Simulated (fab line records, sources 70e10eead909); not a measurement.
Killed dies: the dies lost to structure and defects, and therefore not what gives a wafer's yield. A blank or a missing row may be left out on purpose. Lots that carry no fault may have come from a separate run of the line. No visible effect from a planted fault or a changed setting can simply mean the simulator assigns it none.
Which tool is to blame?    flow nand_harc    Sampling: 10 lots, 30 wafers, 5 of 1159 route steps

== WHAT THE GAUGES SHOWED, per wafer ==
NHARC_END_SORT_01.
lot   measured      on         killed_dies
L766  day 19 12:35  prober-02  35 32 31
L765  day 19 12:31  prober-01  32 29 31
L767  day 19 23:23  prober-02  28 31 26
L774  day 21 21:46  prober-01  100 92 103
L775  day 21 11:17  prober-01  100 97 89
L778  day 22 11:40  prober-01  36 44 40
L782  day 23 14:46  prober-01  31 36 41
L783  day 23 22:32  prober-02  47 35 33
L786  day 24 23:45  prober-02  38 26 35
L788  day 26 01:17  prober-02  46 47 38

== EACH LOT AND THE TOOL THAT RAN IT (in order: tool; ch and the chambers of the sampled wafers; start) ==
lot   NHARC_A_STAIRCASE_TRIM_196          NHARC_THIN_TSV_PRE_CLEAN_50              NHARC_THIN_TSV_DESCUM_35            NHARC_THIN_TSV_STRIP_56
L766  rie_diel-07 ch 0,1,2, day 10 21:19  pvd_sputter-03, day 19 00:56 or earlier  rie_diel-04 ch 1,3, day 19 00:56    plasma_asher-01 ch 0,1, day 19 01:32
L765  rie_diel-02 ch 1,3, day 10 23:00    pvd_sputter-01, day 19 06:14 or earlier  rie_diel-04 ch 0,3, day 19 06:14    plasma_asher-01 ch 0,1, day 19 06:46
L767  rie_diel-06 ch 1,3, day 11 17:56    pvd_sputter-02, day 19 11:51 or earlier  rie_diel-12 ch 0,1, day 19 11:51    plasma_asher-01 ch 0,1, day 19 12:20
L774  rie_diel-06 ch 0,1,2, day 13 11:38  pvd_sputter-02, day 21 12:25 or earlier  rie_diel-13 ch 0,1,2, day 21 12:25  plasma_asher-02 ch 0,1, day 21 12:53
L775  rie_diel-06 ch 2,3, day 13 13:09    pvd_sputter-01, day 21 02:46 or earlier  rie_diel-04 ch 0,1,3, day 21 02:46  plasma_asher-02 ch 0,1, day 21 03:15
L778  rie_diel-07 ch 1,2,3, day 14 15:07  pvd_sputter-03, day 22 01:01 or earlier  rie_diel-13 ch 0,1, day 22 01:01    plasma_asher-01 ch 0,1, day 22 01:35
L782  rie_diel-02 ch 1,2,3, day 15 09:15  pvd_sputter-01, day 23 06:01 or earlier  rie_diel-12 ch 1,2,3, day 23 06:01  plasma_asher-02 ch 0,1, day 23 06:31
L783  rie_diel-02 ch 2,3, day 15 16:13    pvd_sputter-02, day 23 08:45 or earlier  rie_diel-13 ch 0,1,2, day 23 08:45  plasma_asher-01 ch 0,1, day 23 09:14
L786  rie_diel-02 ch 0,2,3, day 16 16:39  pvd_sputter-02, day 24 14:42 or earlier  rie_diel-04 ch 0,2,3, day 24 14:42  plasma_asher-01 ch 0,1, day 24 15:11
L788  rie_diel-02 ch 2,3, day 17 08:49    pvd_sputter-03, day 25 16:12 or earlier  rie_diel-13 ch 2,3, day 25 16:12    plasma_asher-02 ch 0,1, day 25 16:43
- NHARC_A_STAIRCASE_TRIM_196: chemistry O2, time 211.2 s.
- NHARC_THIN_TSV_PRE_CLEAN_50: time 30 s.
- NHARC_THIN_TSV_DESCUM_35: chemistry O2, time 3 s.
- NHARC_THIN_TSV_STRIP_56: strips in O2.

== THE ANSWER, worked out from the rows above alone ==
Rule: what is usual is taken from the lots themselves. Put in order of their means at a reading, lots are off if they are a third of the lots or fewer, leave a main group of 4 or more, and stand apart from it by a gap of 3 or more times the standard deviation of the main group's means; of several such gaps the widest counts. Not used: any main group whose means are identical at the precision the tables above print for the reading. A lot without any number at a reading at which 4 lots or more have one is off too. Any other lot the step has rows for is counted as sound.
Off: L774, L775 (NHARC_END_SORT_01, killed_dies). For the main group the mean is 35 and the standard deviation 4.8.
If a tool, at a process step before that reading, ran all the lots that are off and no sound lot after the first of them, it fits. Those tools and the gauges at NHARC_END_SORT_01 are tried in the same way. Because NHARC_THIN_TSV_PRE_CLEAN_50 lacks a start for some lots, the hours and order of its lots are taken from NHARC_THIN_TSV_DESCUM_35. One fits: rie_diel-06 at NHARC_A_STAIRCASE_TRIM_196. A fault onset in the window from L767 (day 11 17:56, its last sound lot) to L774 (day 13 11:38, its first lot off) fits.

== WHAT THE SIMULATOR PUT IN ==
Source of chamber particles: rie_diel-06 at NHARC_A_STAIRCASE_TRIM_196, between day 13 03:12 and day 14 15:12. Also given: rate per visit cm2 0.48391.
Shown lots that were struck: L775, L774. This agrees with what the rule above found.
